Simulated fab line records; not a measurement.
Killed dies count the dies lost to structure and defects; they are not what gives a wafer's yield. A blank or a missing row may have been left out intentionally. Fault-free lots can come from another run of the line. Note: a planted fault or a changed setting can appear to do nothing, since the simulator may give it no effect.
fab line records	flow n5-finfet
record: lots: 4	wafers: 12	last-day: 17
route steps=1938 shown BEOL_M4@1099 BEOL_M5@1112 BEOL_M10@1512 BEOL_M15@1830 PASSIVATION@1936
lots that met no fault: from a run of the same line without faults
start-h: start of the lot's first displayed wafer, in hours after the record's first day	wait-h: hours from the lot's prior step to this one	" unchanged from the row above	L1.1+2: a row that stands for several wafers	- no value present, or no start provided	* or withheld: withheld	< > ~ a bound
route shown NAME@n: a module of which the file shows steps, and the number in the route of the first	usual: average and standard deviation across the fault-free wafers	same: alike in all rows	chamber/n: place in a boat	sites: per-site readings	_std_site: standard deviation across them	_edge_site: the outer-site mean with the inner-site mean subtracted	radius-mm: for every site, how far away it sits from the centre of the wafer	mask NAME#n: copy n	behind: the tool/chamber that last shaped the wafer	hold: the reason the lot was held/the length of the hold in hours/how it ended	device: which transistor (n, p or np) failed to switch	end of line: the route-end tests of the same wafers	where a step has no rows: the recipe by itself	killed: the dies lost at the first sort to structure and to defects; this is not the yield of the wafer	map: shows each die of a wafer: x if killed, . if not, _ if none is there
set.NAME: the setting the step ran with; set.NAME@STEP: the setting that earlier step ran with	model.NAME: the simulator's own value behind a step, which no gauge read
lots seen at some steps along the route; tables by step, rows by wafer
services: a tool's chamber out of use, with start hour (start-h, from the record's first day; less than 0 if before it), hours out, and reason
== steps ==
step: N5_BEOL_M4_ANNEAL_95
recipe: temp-c: 400	time-s: 240	ambient: vacuum
step: N5_BEOL_M4_SPUTTER_96
recipe: material: Cu	target-thk-a: 45	temp-c: -20	chamber-pressure-pa: 0.07	power-w: withheld	time-s: 8.29
step: N5_BEOL_M4_ECD_50
recipe: material: Cu	target-thk-a: 3000
step: N5_BEOL_M4_ANNEAL_51
recipe: temp-c: 225	time-s: 90	ambient: N2
step: N5_BEOL_M4_CMP_52
recipe: stop-on: SiOC	t-overpolish-s: 6.8	down-force-psi: 1	platen-rpm: 50	clearing-platen-down-force-psi: 1.5	clearing-platen-rpm: 50	post-cmp-clean: cu-alkaline	target-thk-nm: 40	clearing-platen-pad-velocity-m-s: 0.99484	pad-velocity-m-s: 0.99484
step: N5_BEOL_M4_PRE_CLEAN_60
recipe: gas: NH3/H2	time-s: 15	temp-c: *	rf-power-w: 300
step: N5_BEOL_M4_CO_CAP_55
recipe: material: Co	target-thk-a: 20	temp-c: 200	precursor: CCTBA/H2	pressure-torr: 30	time-s: 102.1
step: N5_BEOL_M4_PRE_CLEAN_56
recipe: gas: NH3	time-s: 15	temp-c: withheld	rf-power-w: 300
step: N5_BEOL_M4_DEP_57
recipe: material: SiCN	target-thk-a: 80	temp-c: withheld	precursor: 3MS/NH3	pressure-torr: 3	rf-w: 202	time-s: 14
step: N5_BEOL_M4_RC_MEAS_101
usual: DIBL_N: 36.3/1.6	DIBL_P: 36.4/2.1	IOFF_N: 0.16/0.032	IOFF_P: 0.22/0.044	ION_N: 675/12	ION_P: 463/8.3	SS_N: 71.6/0.64	SS_P: 73.3/0.67	VT_N: 250/3.3	VT_P: -250/3.7
lot.wafer	tool	chamber	start-h	wait-h	DIBL_N[mV/V]	DIBL_P[mV/V]	IOFF_N[nA/um]	IOFF_P[nA/um]	ION_N[uA/um]	ION_P[uA/um]	SS_N[mV/dec]	SS_P[mV/dec]	VT_N[mV]	VT_P[mV]
L962.2	prober-01	0	227.55	0.2	36.0	36.3	0.17	0.22	677	463	72.1	73.3	249	-250
L962.3	"	0	"	"	34.7	34.8	0.14	0.20	658	457	70.6	73.0	251	-252
L962.6	"	0	"	"	37.1	37.8	0.19	0.25	683	473	72.3	73.5	248	-247
L968.1	prober-01	0	252.31	0.0	35.3	37.2	0.15	0.23	675	466	72.0	73.5	252	-248
L968.4	"	0	"	"	38.3	40.3	0.20	0.29	687	474	72.6	74.3	250	-244
L968.6	"	0	"	"	37.8	39.4	0.19	0.27	676	463	72.0	74.6	248	-247
L969.2	prober-01	0	254.86	0.2	37.6	37.0	0.17	0.28	682	475	72.1	72.7	250	-244
L969.3	"	0	"	"	40.7	41.1	0.23	0.41	683	480	73.0	75.3	246	-240
L969.5	"	0	"	"	37.5	37.5	0.17	0.29	677	472	72.6	73.3	248	-242
L972.2	prober-02	0	287.15	0.2	33.6	32.0	0.12	0.19	662	463	70.6	72.5	254	-250
L972.4	"	0	"	"	34.8	35.0	0.15	0.23	677	465	71.1	72.6	249	-247
L972.5	"	0	"	"	35.6	34.6	0.15	0.22	671	462	71.6	73.3	251	-247
step: N5_BEOL_M5_ILD_DEP_00
recipe: material: SiCOH_lowk	target-thk-a: 1406.4	temp-c: 300	precursor: DEMS/porogen	pressure-torr: 5	rf-w: 500	time-s: 25.9
step: N5_BEOL_M5_CURE_79
recipe: temp-c: 385	time-s: 240	ambient: He/Ar	material: SiCOH_lowk
step: N5_BEOL_M5_PECVD_70
recipe: material: SiO2	target-thk-a: 160	temp-c: 400	precursor: TEOS/O2	pressure-torr: 5.5	rf-w: 450	teos-flow-sccm: 53.8	gas: O2	flow-sccm: 3000	time-s: 18
step: N5_BEOL_M5_HM_DEP_02
recipe: material: TiN	target-thk-a: 200	temp-c: 25	chamber-pressure-pa: 0.49996
step: N5_BEOL_M5_COAT_59
recipe: resist: SOC	temp-c: 250	time-s: 60	spin-rpm: 1500	resist-thk-nm: 60
step: N5_BEOL_M5_COAT_60
recipe: resist: SiARC	temp-c: 220	time-s: 60	spin-rpm: 1500	resist-thk-nm: 12
step: N5_BEOL_M5_COAT_71
recipe: resist: underlayer	temp-c: 205	time-s: 60	spin-rpm: 1500	resist-thk-nm: 5
step: N5_BEOL_M5_COAT_05
recipe: resist: CAR-EUV	spin-rpm: 1500	resist-thk-nm: 30
step: N5_BEOL_M5_EBR_07
recipe: solvent: PGMEA	ebr-width-mm: 1.5
step: N5_BEOL_M5_SOFTBAKE_06
recipe: temp-c: 110	time-s: 60	resist: CAR-EUV
step: N5_BEOL_M5_EXPOSE_08
recipe: mask-id: M5	na: 0.33	source-shape: annular	sigma-inner: 0.4	sigma-outer: 0.8	polarization: unpolarized	target-cd-nm: 28	dose-mj: 35.75
step: N5_BEOL_M5_PEB_09
recipe: peb-temp-c: 100	peb-time-s: 60	resist: CAR-EUV
step: N5_BEOL_M5_DEVELOP_10
recipe: develop-time-s: 30	developer: TMAH	resist: CAR-EUV	rinse-liquid: surfactant-rinse	dry: air-spin	dev-temp-c: 23
step: N5_BEOL_M5_DESCUM_16
recipe: chemistry: O2	time-s: 7	source-power-w: 50	bias-power-w: 20	pressure-mtorr: 20	rf-frequency-hz: 2.712e+07	temp-c: 40	resist: CAR-EUV	o2-flow-sccm: 225
step: N5_BEOL_M5_ETCH_72
recipe: chemistry: N2/H2	target: underlayer	target-depth-a: 65	mask-material: CAR-EUV	time-s: 5.2	ion-energy-ev: 200	pressure-mtorr: 30	source-w: 840	bias-w: 150	n2-flow-sccm: 200	h2-flow-sccm: 200	ends: cleared
step: N5_BEOL_M5_ETCH_61
recipe: chemistry: CF4	target: SiARC	target-depth-a: 156	mask-material: CAR-EUV	time-s: 26	ion-energy-ev: 80	pressure-mtorr: 40	source-w: 545	bias-w: 36	Ar_flow_sccm: 100	cf4-flow-sccm: 100	ends: cleared
step: N5_BEOL_M5_ETCH_62
recipe: chemistry: N2/H2	target: SOC	target-depth-a: 750	overetch-a: 150	mask-material: SiARC	temp-c: 40	time-s: 112.5	ion-energy-ev: 200	pressure-mtorr: 30	source-w: 840	bias-w: 150	n2-flow-sccm: 200	h2-flow-sccm: 200
step: N5_BEOL_M5_STRIP_63
recipe: chemistry: N2/H2	temp-c: 40	n2-flow-sccm: 200	h2-flow-sccm: 200	rf-frequency-hz: 6e+07
step: N5_BEOL_M5_STRIP_73
recipe: chemistry: N2/H2	temp-c: 40	n2-flow-sccm: 200	h2-flow-sccm: 200	rf-frequency-hz: 6e+07
step: N5_BEOL_M5_STRIP_64
recipe: chemistry: CF4	resist: SiARC	power-w: 300	bias-power-w: 75	pressure-mtorr: 50	cf4-flow-sccm: 150	rf-frequency-hz: 6e+07
step: N5_BEOL_M5_HM_OPEN_17
recipe: chemistry: Cl2/BCl3	target-depth-a: 200	overetch-a: 60	target: TiN	mask-material: SOC	ion-energy-ev: 150	pressure-mtorr: 10	icp-w: 1000	bias-w: 126	Cl2_flow_sccm: 53.25	bcl3-flow-sccm: 21.75	Ar_flow_sccm: 25
step: N5_BEOL_M5_STRIP_19
recipe: chemistry: O2	power-w: 400	temp-c: 40	pressure-mtorr: 30	rf-frequency-hz: 6e+07	bias-power-w: 0	overash-fraction: 0.2	o2-flow-sccm: 225
step: N5_BEOL_M5_COAT_65
recipe: resist: SOC	temp-c: 250	time-s: 60	spin-rpm: 1500	resist-thk-nm: 60
step: N5_BEOL_M5_COAT_66
recipe: resist: SiARC	temp-c: 220	time-s: 60	spin-rpm: 1500	resist-thk-nm: 12
step: N5_BEOL_M10_TRENCH_ETCH_37
recipe: chemistry: C4F6/O2	target-depth-a: 1488.3	target: SiCOH_lowk	time-s: 48	ion-energy-ev: 250	pressure-mtorr: 30	source-w: 345	bias-w: 185	Ar_flow_sccm: 300	C4F6_flow_sccm: 10	O2_flow_sccm: 10
usual: drypump-motor-current-A: 5.8/0.5	oes-product-au: 0.81/0.11	rf-vpp-V: 664/12	run-length-s: 71.3/0.39	showerhead-plenum-p-Torr: 2.87/0.12	throttle-valve-pct: 20.8/0.3	time-s: 48/0
lot.wafer	tool	chamber	start-h	wait-h	drypump-motor-current-A	oes-product-au	rf-hours-counter-h	rf-vpp-V	run-length-s	showerhead-plenum-p-Torr	throttle-valve-pct	time-s	model.etch.depth-nm	model.BEOL_M10.feature-depth-nm	model.TiN_of_BEOL_M10_HM_DEP_02.thk-nm
L962.2	rie-diel-02	2	290.45	-	5.2	0.92	19	662	71.1	2.81	20.8	48	151.5	151.6	16
L962.3	"	0	"	"	6.1	0.87	57	673	71.5	3.02	20.4	48	151.1	151.2	15.8
L962.6	"	0	"	"	6.0	0.87	-	675	71.3	3.02	20.4	48	151	151	16
L968.1	rie-diel-02	3	302.08	-	6.4	0.69	227	654	71.0	2.69	20.7	48	146.9	147	15.8
L968.4	"	1	"	"	5.5	0.96	3	658	72.0	2.78	20.9	48	149.8	149.8	15.8
L968.6	"	3	"	"	6.4	0.69	-	655	71.1	2.70	20.7	48	148.7	148.6	15.8
L969.2	rie-diel-06	1	307.91	-	5.2	0.67	242	652	59.9	2.93	21.0	33.6	103.9	103.8	16.8
L969.3	"	0	"	"	5.9	0.69	234	691	59.6	2.89	21.0	33.6	102.5	102.6	16.8
L969.5	"	1	"	"	5.2	0.66	-	651	60.1	2.93	21.0	33.6	103.5	103.4	17
L972.2	rie-diel-03	0	340.37	-	4.8	0.86	56	659	59.2	2.78	20.7	33.6	107.5	107.6	17.2
L972.4	"	3	"	"	6.1	0.94	23	679	60.0	3.01	20.5	33.6	105	105	17
L972.5	"	2	"	"	5.6	0.67	-	643	59.6	2.67	20.8	33.6	99.95	100	17.4
step: N5_BEOL_M10_OCD_MEAS_38
usual: trench-depth-nm: 149.6/3
lot.wafer	tool	chamber	start-h	wait-h	trench-depth-nm
L962.2	ocd-01	-	290.63	-	151.1
L962.3	"	-	"	"	151.2
L962.6	"	-	"	"	150.7
L968.1	ocd-01	-	302.26	-	146.8
L968.4	"	-	"	"	149.6
L968.6	"	-	"	"	148.7
L969.2	ocd-01	-	308.09	-	103.8
L969.3	"	-	"	"	102.8
L969.5	"	-	"	"	103.3
L972.2	ocd-01	-	340.55	-	107.1
L972.4	"	-	"	"	105.1
L972.5	"	-	"	"	100.1
step: N5_BEOL_M10_CMP_52
recipe: stop-on: SiCOH_lowk	t-overpolish-s: 7	down-force-psi: 1	platen-rpm: 50	clearing-platen-down-force-psi: 1.5	clearing-platen-rpm: 50	post-cmp-clean: cu-alkaline	target-thk-nm: 140	clearing-platen-pad-velocity-m-s: 0.99484	pad-velocity-m-s: 0.99484
usual: motor-current-A: 6.2/0.81
lot.wafer	tool	chamber	start-h	wait-h	motor-current-A	model.Cu_of_BEOL_M10_ECD_50.thk-nm
L962.3	cmp-01	2	292.85	0.2	7.8	141.6
L962.2	"	0	"	"	7.1	139.8
L962.6	"	2	"	"	7.8	141.2
L968.1	cmp-01	3	305.72	0.3	5.5	135.6
L968.4	"	2	"	"	7.5	140.4
L968.6	"	3	"	"	5.5	138.4
L969.3	cmp-02	1	312.58	0.2	6.1	94
L969.2	"	2	"	"	6.3	96.6
L969.5	"	3	"	"	6.8	94.8
L972.4	cmp-04	3	343.46	0.1	7.1	96.4
L972.2	"	0	"	"	5.9	99.6
L972.5	"	0	"	"	5.8	91.6
step: N5_BEOL_M10_THK_MEAS_53
recipe: thk-meas-gauge: xrf	reads: Cu_of_BEOL_M10_ECD_50
usual: M10_THK: 140/3.5
lot.wafer	tool	chamber	start-h	wait-h	M10_THK[nm]
L962.2	film-metro-01	-	293.14	-	140
L962.3	"	-	"	"	141
L962.6	"	-	"	"	141
L968.1	film-metro-02	-	306.02	-	135
L968.4	"	-	"	"	139
L968.6	"	-	"	"	137
L969.2	film-metro-02	-	312.80	-	95
L969.3	"	-	"	"	92
L969.5	"	-	"	"	93
L972.2	film-metro-01	-	343.76	-	98
L972.4	"	-	"	"	95
L972.5	"	-	"	"	90
step: N5_BEOL_M10_RS_MEAS_57
recipe: thk-meas-gauge: four-point-probe	reads: Cu_of_BEOL_M10_ECD_50+Co_of_BEOL_M10_CVD_75+TaN_of_BEOL_M10_ALD_74
usual: M10_RS: 0.150/0.0037
lot.wafer	tool	chamber	start-h	wait-h	M10_RS[ohm/sq]
L962.2	film-metro-01	-	293.28	0.1	0.151
L962.3	"	-	"	"	0.149
L962.6	"	-	"	"	0.149
L968.1	film-metro-02	-	306.15	0.1	0.155
L968.4	"	-	"	"	0.150
L968.6	"	-	"	"	0.153
L969.2	film-metro-01	-	312.94	0.1	0.229
L969.3	"	-	"	"	0.236
L969.5	"	-	"	"	0.234
L972.2	film-metro-01	-	343.93	0.1	0.221
L972.4	"	-	"	"	0.230
L972.5	"	-	"	"	0.243
step: N5_BEOL_M15_RC_MEAS_101
usual: COMB_M11: 1.51e-11/2.8e-12	COMB_M11_max_site: 2.2e-11/4.7e-12	COMB_M12: 6.8e-12/1.5e-12	COMB_M13: 5.3e-12/1.1e-12	COMB_M14: 4e-12/8.3e-13	COMB_M15: 2.8e-12/5.2e-13	COMB_M5: 3.8e-11/7.9e-12	COMB_M6: 2.6e-11/5.3e-12	COMB_M7: 2.5e-11/4.8e-12	COMB_M8: 2.6e-11/5.9e-12	COMB_M9: 1.43e-11/2.5e-12	SERP_M10: 3.05/0.092	SERP_M10_max_site: 3.13/0.1	SERP_M11: 3.07/0.075	SERP_M12: 0.634/0.018	SERP_M13: 0.308/0.0064	SERP_M14: 0.159/0.0035	SERP_M5: 38.7/1.9	SERP_M5_max_site: 40.2/1.9	SERP_M6: 13.7/0.56	SERP_M7: 13.7/0.54	SERP_M7_max_site: 14.2/0.58	SERP_M8: 13.4/0.51	SERP_M9: 3.00/0.094
lot.wafer	tool	chamber	start-h	wait-h	COMB_M11[S/m]	COMB_M11_max_site[S/m]	COMB_M12[S/m]	COMB_M13[S/m]	COMB_M14[S/m]	COMB_M15[S/m]	COMB_M5[S/m]	COMB_M6[S/m]	COMB_M7[S/m]	COMB_M8[S/m]	COMB_M9[S/m]	SERP_M10[ohm/um]	SERP_M10_max_site[ohm/um]	SERP_M11[ohm/um]	SERP_M12[ohm/um]	SERP_M13[ohm/um]	SERP_M14[ohm/um]	SERP_M5[ohm/um]	SERP_M5_max_site[ohm/um]	SERP_M6[ohm/um]	SERP_M7[ohm/um]	SERP_M7_max_site[ohm/um]	SERP_M8[ohm/um]	SERP_M9[ohm/um]
L962.2	prober-02	0	342.26	0.2	1.28e-11	2.3e-11	5e-12	4.4e-12	3.6e-12	2.4e-12	4.5e-11	2.5e-11	2.6e-11	2.2e-11	1.12e-11	3.07	3.16	3.00	0.629	0.310	0.153	39.4	40.8	14.5	14.0	14.9	12.9	2.90
L962.3	"	0	"	"	1.21e-11	1.5e-11	8.9e-12	4.9e-12	5e-12	2.6e-12	4e-11	2.4e-11	3.5e-11	3e-11	1.23e-11	3.04	3.08	3.08	0.608	0.309	0.160	40.8	41.3	13.6	13.6	13.8	12.3	2.85
L962.6	"	0	"	"	1.72e-11	2.2e-11	7.8e-12	5.5e-12	4.5e-12	3.2e-12	3.8e-11	2.6e-11	2.3e-11	1.8e-11	1.64e-11	3.07	3.16	3.07	0.621	0.303	0.164	41.4	43.4	14.1	13.9	14.2	13.2	2.92
L968.1	prober-02	0	346.00	0.0	1.48e-11	2.2e-11	7e-12	5.5e-12	2.9e-12	2.7e-12	2.8e-11	2.3e-11	2.4e-11	2.1e-11	1.32e-11	3.16	3.26	3.06	0.641	0.309	0.166	41.0	41.7	12.7	14.3	14.6	14.1	3.07
L968.4	"	0	"	"	1.73e-11	2.5e-11	8.3e-12	6.8e-12	2.3e-12	2.3e-12	2.9e-11	3.4e-11	2.4e-11	1.7e-11	1.68e-11	3.04	3.06	3.14	0.618	0.312	0.159	41.8	44.1	13.1	13.5	14.0	14.2	3.09
L968.6	"	0	"	"	1.58e-11	2.8e-11	7.7e-12	5.9e-12	3.6e-12	2.6e-12	2.4e-11	3.2e-11	1.7e-11	1.9e-11	1.26e-11	3.10	3.16	3.12	0.620	0.310	0.156	38.8	39.8	13.6	13.2	13.4	14.7	2.99
L969.2	prober-02	0	358.46	0.2	1.12e-11	1.6e-11	6.3e-12	4e-12	3.3e-12	3.3e-12	4.5e-11	2.4e-11	2.4e-11	2.3e-11	1.21e-11	4.55	4.72	3.16	0.611	0.295	0.158	37.8	39.0	14.1	13.2	13.6	13.3	2.97
L969.3	"	0	"	"	1.28e-11	1.4e-11	5.1e-12	5.2e-12	3.4e-12	2.9e-12	5e-11	2.5e-11	3.4e-11	2.6e-11	1.79e-11	4.97	5.02	3.09	0.622	0.316	0.163	41.2	43.4	14.6	13.5	13.8	13.5	2.90
L969.5	"	0	"	"	1.42e-11	1.7e-11	8.4e-12	5.6e-12	5e-12	2.6e-12	2.9e-11	1.9e-11	2.3e-11	1.6e-11	1.52e-11	4.67	4.84	3.13	0.647	0.304	0.162	39.3	40.9	14.8	12.9	13.2	12.9	3.00
L972.2	prober-02	0	382.00	0.5	1.22e-11	1.7e-11	7.2e-12	5.8e-12	3.5e-12	2.5e-12	5.4e-11	2.9e-11	2.6e-11	2.4e-11	1.41e-11	4.52	4.60	2.97	0.638	0.304	0.157	41.2	43.1	13.8	13.4	13.8	13.6	3.14
L972.4	"	0	"	"	9.9e-12	1.3e-11	6.2e-12	4.3e-12	2.6e-12	3e-12	5.2e-11	1.9e-11	1.9e-11	1.7e-11	1.21e-11	4.69	4.73	3.12	0.632	0.300	0.158	41.6	43.4	13.2	14.2	15.0	13.0	3.10
L972.5	"	0	"	"	1.26e-11	2.4e-11	6.2e-12	4.4e-12	2.7e-12	2.9e-12	3.3e-11	2.2e-11	2e-11	2.3e-11	1.27e-11	5.04	5.20	3.02	0.637	0.310	0.159	40.4	42.1	13.4	14.0	14.3	13.4	3.04
sites SERP_M10 radius-mm=0,75,75,75,75,140,140,140,140
L962.2 3.00 3.08 3.04 3.03 3.04 3.11 3.07 3.10 3.16
L968.1 3.22 3.21 3.23 3.16 3.26 3.07 3.11 3.05 3.11
L969.2 4.47 4.55 4.55 4.55 4.52 4.58 4.67 4.61 4.72
L972.2 4.49 4.54 4.53 4.52 4.54 4.37 4.52 4.39 4.60
step: N5_PASSIVATION_PROBE_49
usual: defect-limited-yield: 91.4/1.2	killed_at_M0_to_M3: 35/11	killed_at_M4_up: 14/6	killed-at-contacts: 12/6.7	killed-at-front-end: 37/9.7	killed-at-other: 3.5/2.5	killed-dies: 102/15	killed-open: 67/12	killed-short: 33/7.3	sort_bin_5_function: 5.1/0.81	sort_bin_6_memory: 3.2/0.65	sort_bin_8_speed: 0.00/0.021	sort-n-pass: 1078/15
same: gross-dies: 1180	killed-at-back-side: 0	sort_bin_4_leakage[%]: 0
lot.wafer	tool	chamber	start-h	wait-h	defect-limited-yield[%]	killed_at_M0_to_M3	killed_at_M4_up	killed-at-contacts	killed-at-front-end	killed-at-other	killed-dies	killed-open	killed-short	sort_bin_5_function[%]	sort_bin_6_memory[%]	sort_bin_8_speed[%]	sort-n-pass
L962.2	prober-01	-	356.75	0.1	91.9	24	22	11	31	7	95	61	34	5.0	2.7	0	1085
L962.3	prober-01	-	356.80	0.1	93.1	20	8	16	31	6	81	48	30	4.0	2.5	0	1099
L962.6	prober-01	-	356.95	0.3	90.5	23	14	17	50	8	112	75	32	6.0	3.1	0	1068
L968.1	prober-01	-	359.73	0.0	93.4	28	8	6	31	5	78	46	32	4.1	2.3	0	1102
L968.4	prober-01	-	359.88	0.2	91.3	48	8	7	39	1	103	72	31	4.6	3.6	0	1077
L968.6	prober-01	-	359.98	0.3	91.6	29	14	11	41	4	99	65	34	5.0	3.0	0	1081
L969.2	prober-01	-	372.82	0.1	92.6	29	12	14	28	4	87	54	30	5.2	1.7	0.25	1093
L969.3	prober-01	-	372.87	0.1	90.8	38	16	11	43	0	108	68	32	5.5	2.9	0.51	1072
L969.5	prober-01	-	372.97	0.2	90.6	56	12	8	33	2	111	74	36	5.6	3.6	0.08	1069
L972.2	prober-01	-	396.91	0.1	92.0	42	22	8	21	1	94	66	26	4.4	3.1	0.17	1086
L972.4	prober-01	-	397.01	0.2	89.7	47	22	16	34	3	122	87	32	5.8	3.9	0.17	1058
L972.5	prober-01	-	397.06	0.2	88.1	32	39	14	46	9	140	97	36	6.1	4.9	0.42	1040
killed by level:class
L962.2 BEOL_M4:geometric-particle:open=15 MOL_CONTACT_COAG:geometric-particle:open=9 FIN_SAQP:geometric-particle:short=8 STI_FIN_REVEAL:geometric-particle:open=6 BEOL_M1:geometric-particle:open=6 BEOL_M0_SAQP:geometric-particle:short=5 FIN_SAQP:geometric-particle:open=3 BEOL_M2:geometric-particle:open=3
L962.3 MOL_CONTACT_COAG:geometric-particle:open=15 FIN_SAQP:geometric-particle:short=10 GATE_CUT:geometric-particle:short=6 FIN_SAQP:geometric-particle:open=5 BEOL_M1:geometric-particle:open=5 DUMMY_GATE:geometric-particle:open=4 BEOL_M2:geometric-particle:short=3 BEOL_M2:geometric-particle:open=3
L962.6 MOL_CONTACT_COAG:geometric-particle:open=14 STI_FIN_REVEAL:geometric-particle:open=13 FIN_SAQP:geometric-particle:open=9 FIN_SAQP:geometric-particle:short=7 BEOL_M1:geometric-particle:open=6 DUMMY_GATE:geometric-particle:open=4 BEOL_M0_SAQP:geometric-particle:short=4 BEOL_M3:geometric-particle:open=4
L968.1 FIN_SAQP:geometric-particle:open=9 FIN_SAQP:geometric-particle:short=7 MOL_CONTACT_COAG:geometric-particle:open=6 BEOL_M2:geometric-particle:open=5 GATE_CUT:geometric-particle:short=4 BEOL_M1:geometric-particle:short=4 BEOL_M3:geometric-particle:open=4 BEOL_M0_SAQP:geometric-particle:short=3
L968.4 BEOL_M1:geometric-particle:open=13 FIN_SAQP:geometric-particle:open=9 BEOL_M1:geometric-particle:short=8 FIN_SAQP:geometric-particle:short=7 MOL_CONTACT_COAG:geometric-particle:open=7 BEOL_M0_SAQP:geometric-particle:open=6 GATE_CUT:geometric-particle:open=6 BEOL_M2:geometric-particle:open=6
L968.6 FIN_SAQP:geometric-particle:short=9 MOL_CONTACT_COAG:geometric-particle:open=9 DUMMY_GATE:geometric-particle:open=8 BEOL_M4:geometric-particle:open=8 BEOL_M3:geometric-particle:open=6 STI_FIN_REVEAL:geometric-particle:open=6 BEOL_M0_SAQP:geometric-particle:short=6 FIN_SAQP:geometric-particle:open=5
L969.2 MOL_CONTACT_COAG:geometric-particle:open=12 FIN_SAQP:geometric-particle:short=10 BEOL_M0_SAQP:geometric-particle:open=10 STI_FIN_REVEAL:geometric-particle:open=9 BEOL_M0_SAQP:geometric-particle:short=8 BEOL_M2:geometric-particle:open=5 BEOL_M4:geometric-particle:open=4 BEOL_M5:geometric-particle:open=3
L969.3 BEOL_M0_SAQP:geometric-particle:open=14 STI_FIN_REVEAL:geometric-particle:open=11 FIN_SAQP:geometric-particle:open=10 MOL_CONTACT_COAG:geometric-particle:open=8 BEOL_M0_SAQP:geometric-particle:short=8 FIN_SAQP:geometric-particle:short=6 BEOL_M1:geometric-particle:open=6 BEOL_M10:area-ecd=6
L969.5 BEOL_M0_SAQP:geometric-particle:short=15 STI_FIN_REVEAL:geometric-particle:open=14 BEOL_M2:geometric-particle:open=10 BEOL_M0_SAQP:geometric-particle:open=8 MOL_CONTACT_COAG:geometric-particle:open=8 FIN_SAQP:geometric-particle:short=6 BEOL_M3:geometric-particle:short=6 BEOL_M0:geometric-particle:open=5
L972.2 BEOL_M4:geometric-particle:open=14 BEOL_M0_SAQP:geometric-particle:open=11 BEOL_M0_SAQP:geometric-particle:short=10 BEOL_M2:geometric-particle:open=8 BEOL_M3:geometric-particle:open=8 MOL_CONTACT_COAG:geometric-particle:open=7 FIN_SAQP:geometric-particle:open=4 BEOL_M1:geometric-particle:open=4
L972.4 BEOL_M0_SAQP:geometric-particle:open=25 BEOL_M4:geometric-particle:open=14 MOL_CONTACT_COAG:geometric-particle:open=13 BEOL_M0_SAQP:geometric-particle:short=10 DUMMY_GATE:geometric-particle:open=9 FIN_SAQP:geometric-particle:open=6 GATE_CUT:geometric-particle:short=5 BEOL_M2:geometric-particle:open=4
L972.5 BEOL_M4:geometric-particle:open=14 MOL_CONTACT_COAG:geometric-particle:open=13 FIN_SAQP:geometric-particle:open=10 BEOL_M0_SAQP:geometric-particle:open=8 BEOL_M2:geometric-particle:open=8 PAD_METAL:geometric-particle:open=8 BEOL_M0_SAQP:geometric-particle:short=6 BEOL_M4:geometric-particle:short=5
map L969.5 (x killed, . not)
_________________............________________
______________..........x...x..._____________
___________................x.......__________
__________....x...x........x......x._________
________.............x..x............._______
_______.x................x.xx.x........______
______.......x....xx.........x..x......._____
_____..................x............x..x.____
____....x........x.x.....x.............x..___
___.................x.....x...x....x.......__
___...............x..x............x........__
__...........x...x..............xx..x......._
__.......x...x.............................._
_..x.......x................x................
_..................x....x....x...xx..........
_.x.......................x....x.x........x..
_...........x..x.........x.....xx.......xx...
_x.x......................x..................
_...............................xxx.x........
_................x...........x............x..
_..x.x..x........x....x.......x....x.........
__..........x..............................._
__......x..........xx.x...xx................_
___.....x.................x............x...__
___.............xx.......x.................__
____..x............x................x....x___
_____...x................x..x............____
______.xxx.............x.x.............._____
_______.............x........xx.x......______
________.............................._______
__________........x................._________
___________........x...............__________
______________.....x............_____________
_________________.......x....________________
map L972.5 (x killed, . not)
_________________x...........________________
______________......x......x...._____________
___________........x....x..........__________
__________.x...........x............_________
________x.................xx.x.x......_______
_______.........x......................______
______x.x.....x......x................x._____
_____..............x...x.................____
____...x.....x...........x................___
___....x.x...x......x....xx...........xxx..__
___....x.x...............x....xx...........__
__.....x...x.......x.......x..x............._
__....x..................x..xx............x._
_........x............x.........x............
_......x.........x......x....................
_x..x.................x.......x..............
_........x.......x.................x.........
_............x.....xx......x..........x..x...
_..x....x..x.xxx...x........x.........x...x..
_............x....x............x.....x......x
_.....x...........xx...........x.x...x......x
__.........x............x.x................._
__........x......x.......x...x......xx......_
___...................x...................x__
___..x....x...x...x...x..x.............x...__
____.............x........x.x............x___
_____.......x..........................x.____
______......x...x............x...x.x...._____
_______..x........x.x.....x............______
________.......................x....x._______
__________..x......x..x.....x.x....x_________
___________............x......x....__________
______________...xx....x....xx.._____________
_________________...x..xxx...________________
== services ==
tool	chamber	start-h	hours	kind
rie-diel-06	3	268.66	-	clean
rie-diel-06	3	268.66	-	consumable-replace:focus-ring
rie-diel-06	3	268.66	20.6	scheduled-down
rie-diel-06	3	268.66	20.6	vent-cycle
rie-diel-02	1	279.22	-	clean
rie-diel-02	1	279.22	-	consumable-replace:focus-ring
rie-diel-02	1	279.22	16.4	scheduled-down
rie-diel-02	1	279.22	16.4	vent-cycle
rie-diel-06	2	289.23	-	clean
rie-diel-06	2	289.23	-	consumable-replace:focus-ring
rie-diel-06	2	289.23	18.8	scheduled-down
rie-diel-06	2	289.23	18.8	vent-cycle
cmp-02	-	301.97	3.8	pm
cmp-01	-	316.18	0.9	repair
cmp-01	-	322.86	4.0	pm
cmp-01	-	326.86	-	consumable-replace:conditioner
cmp-01	-	326.86	-	consumable-replace:pad
rie-diel-02	-	336.28	0.6	repair
rie-diel-06	1	337.72	-	clean
rie-diel-06	1	337.72	-	consumable-replace:focus-ring
rie-diel-06	1	337.72	25.3	scheduled-down
rie-diel-06	1	337.72	25.3	vent-cycle
cmp-01	-	343.60	5.5	pm
== key ==
first-sign: step: N5_BEOL_M10_TRENCH_ETCH_37	reading: time-s	direction: down	sigmas: 99+	usual: *	struck: *
effect: step: N5_BEOL_M10_TRENCH_ETCH_37	reading: run-length-s	direction: down	sigmas: 30	usual: *	struck: *
effect: step: N5_BEOL_M10_OCD_MEAS_38	reading: trench-depth-nm	direction: down	sigmas: 16	usual: 149.6	struck: 103.7
effect: step: N5_BEOL_M10_THK_MEAS_53	reading: M10_THK	direction: down	sigmas: 13	usual: 140	struck: 94
effect: step: N5_BEOL_M10_RS_MEAS_57	reading: M10_RS	direction: up	sigmas: 22	usual: 0.150	struck: 0.232
effect: step: N5_BEOL_M15_RC_MEAS_101	reading: SERP_M10	direction: up	sigmas: 18	usual: 3.05	struck: 4.74
effect: step: N5_PASSIVATION_PROBE_49	reading: sort_bin_8_speed	direction: up	sigmas: 3.1	usual: 0.00	struck: 0.27	wafers-moved: 5
model-effect: step: N5_BEOL_M10_TRENCH_ETCH_37	value: etch.depth-nm	without: 148.2	struck: 103.7
model-effect: step: N5_BEOL_M10_CMP_52	value: Cu_of_BEOL_M10_ECD_50.thk-nm	without: 140	struck: 95.5
met-at N5_BEOL_M10_TRENCH_ETCH_37
struck-wafers L969.2,L969.3,L969.5,L972.2,L972.4,L972.5
onset-between 302.08 307.91
fault: kind: recipe-version-skew	tool: rie-diel-02,rie-diel-03,rie-diel-06	chamber: -	onset-h: 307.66	steps: N5_BEOL_M10_TRENCH_ETCH_37	wrong-recipe.time-s: *
